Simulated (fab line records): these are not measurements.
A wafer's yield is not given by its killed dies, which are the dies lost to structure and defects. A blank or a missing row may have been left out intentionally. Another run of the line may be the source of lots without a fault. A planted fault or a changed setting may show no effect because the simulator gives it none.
Chamber matching || flow nand-harc || NHARC_P_STI_CMP_21 on cmp-03 has 4 sister chambers
The step polishes, t overpolish 20 s, target thk 380.67 nm. 4 wafers are shown with their chamber, then 8 later ones without.

EACH WAFER AND ITS CHAMBER
{"wafer": "L080.3", "chamber": 0, "motor-current-A (A)": 10.3}
{"wafer": "L082.1", "chamber": 1, "motor-current-A (A)": 11.1}
{"wafer": "L082.5", "chamber": 2, "motor-current-A (A)": 11.0}
{"wafer": "L083.2", "chamber": 3, "motor-current-A (A)": 12.3}

WAFERS WITH NO CHAMBER GIVEN
{"wafer": "L083.5", "motor-current-A (A)": 12.2}
{"wafer": "L083.6", "motor-current-A (A)": 10.6}
{"wafer": "L091.1", "motor-current-A (A)": 10.4}
{"wafer": "L091.2", "motor-current-A (A)": 11.1}
{"wafer": "L091.3", "motor-current-A (A)": 10.5}
{"wafer": "L093.1", "motor-current-A (A)": 10.3}
{"wafer": "L093.2", "motor-current-A (A)": 12.5}
{"wafer": "L093.5", "motor-current-A (A)": 10.9}

WHICH CHAMBER EACH ONE RAN IN
{"wafer": "L083.5", "from the rows above": 3, "in truth": 3}
{"wafer": "L083.6", "from the rows above": "can't be placed: 0 or 2 or 1", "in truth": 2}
{"wafer": "L091.1", "from the rows above": 0, "in truth": 0}
{"wafer": "L091.2", "from the rows above": "can't be placed: 1 or 2", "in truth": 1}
{"wafer": "L091.3", "from the rows above": "can't be placed: 0 or 2", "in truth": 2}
{"wafer": "L093.1", "from the rows above": 0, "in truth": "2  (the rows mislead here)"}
{"wafer": "L093.2", "from the rows above": 3, "in truth": 3}
{"wafer": "L093.5", "from the rows above": "can't be placed: 2 or 1", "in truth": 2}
Correctly placed: 3 of 8. Can't be placed from these rows: 4 (the true chamber is among the candidates in 4). Wrongly placed: 1.
How it was worked out, from the rows above alone: a wafer's distance from a chamber is the root of the sum, over the readings, of the square of ((its reading less the chamber's mean) divided by the reading's scatter). The wafer belongs to the nearest chamber; if the next one is less than 2 further off, it can't be placed. Each chamber's mean is taken over the wafers shown for it. The scatter (one wafer shown for each chamber): square how far every hidden wafer sits from the nearest shown wafer, average those squares and take the square root.
